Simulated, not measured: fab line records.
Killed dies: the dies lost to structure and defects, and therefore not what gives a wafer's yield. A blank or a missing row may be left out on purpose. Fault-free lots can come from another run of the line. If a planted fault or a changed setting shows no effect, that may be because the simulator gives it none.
8D (eight disciplines) problem report, filled in by code	flow n5Finfet	the parts of the form that need people (team, actions taken, sign-off) are left out

== 1. THE PROBLEM ==
CHAIN_V3 at N5_BEOL_M4_RC_MEAS_101 reads a mean of 318 ohm/link on 4 wafers of 3 lots; wafers without a fault read 234 ohm/link with a standard deviation of 9.2. Measured from the usual mean, that is +9.1 standard deviations.
Earliest sighting: wafer L530.3 on prober-01 at day 9 06:25. The record has a number at this step for 28 wafers belonging to 10 lots. The rule behind "out" and "out of limits": a value lying over 4 standard deviations away from the usual mean. The other wafers with a number count as sound.

== 2. WHAT IT IS, AND WHAT IT ISN'T ==
question	is	is not
which readings at this step	CHAIN_V3, CHAIN_V3_max_site	-
which lots	L530, L532, L534	L525, L527, L539, L543, L546, L547, L548
which wafers of those lots	L530.3, L530.4, L532.4, L534.4	L530.1, L532.1, L532.5, L534.5
read on which gauges	prober-01	prober-02
when	from day 9 06:25	up to then (7 sound wafers); but 17 sound wafers of L532, L534, L539, L543, L546, L547, L548 came after
where on the wafer (9 sites)	all sites	-

== 3. THE SUSPECTS, EACH WITH WHAT RULES IT OUT ==
Counting: any tool at a process step up to the reading remains a suspect provided it ran every lot that is out. Sound lots after the first of them don't rule it out here, since some wafers of a struck lot are sound.
- the gauge at N5_BEOL_M4_RC_MEAS_101: kept. All the wafers that are out were read on prober-01, and no step on other tools shows them out.
- aldMetal-03 at N5_BEOL_M4_ALD_84 (deposits TaN, pulse time 2 s, purge time 3 s, co reactant purge time 2 s): kept. Every lot that is out went through it, the first being L530 (day 9 03:05); the last sound lot it ran before that was L525 (day 7 17:58).
- Within aldMetal-03 at N5_BEOL_M4_ALD_84: the wafers that are out ran in chambers 2, 3; their sound lot-mates ran in chambers 0, 1.
What counting leaves: aldMetal-03 at N5_BEOL_M4_ALD_84 and prober-01 at N5_BEOL_M4_RC_MEAS_101.

== 4. THE CAUSE (what the simulator had put in) ==
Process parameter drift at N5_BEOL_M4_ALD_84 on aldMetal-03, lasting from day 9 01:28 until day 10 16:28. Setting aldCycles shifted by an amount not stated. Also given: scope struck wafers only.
2 suspects survive the count, and this tool is in that group.

== 5. THE CHAIN OF EFFECTS, in route order ==
Each row: a reading where the mean over the struck wafers with a number is more than 3 standard deviations away from the usual. Only readings whose record carries a usual standard deviation are examined. hours: median over the lots of the time between each lot's start at the first step of this table that gives one and its start at this step. sigmas: the change, counted in usual standard deviations.
hours	step	reading	usual	on struck wafers	change	sigmas
0	N5_BEOL_M4_RC_MEAS_101	CHAIN_V3	234 ohm/link	318	+84	+9.1
0	N5_BEOL_M4_RC_MEAS_101	CHAIN_V3_max_site	243 ohm/link	334	+90	+9.1
0	N5_BEOL_M4_RC_MEAS_101	SERP_M4	199 ohm/um	247	+48	+3.7
0	N5_BEOL_M4_RC_MEAS_101	SERP_M4_max_site	213 ohm/um	266	+53	+3.6

== 6. WHAT WOULD HAVE CAUGHT IT SOONER ==
Counted from the fault's start at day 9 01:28, it took 5 hours until the first out-of-limits reading at a measuring or inspecting step in this record, taken at day 9 06:25.
Tool readings at N5_BEOL_M4_ALD_84 with a usual standard deviation given in the record: none out on any struck wafer, hence no alarm at a limit of 4 standard deviations on them.
L532, L534, from the lots that are out (3), started N5_BEOL_M4_ALD_84 on aldMetal-03 later than day 9 06:25. A hold on the tool at that time would have spared those 2.
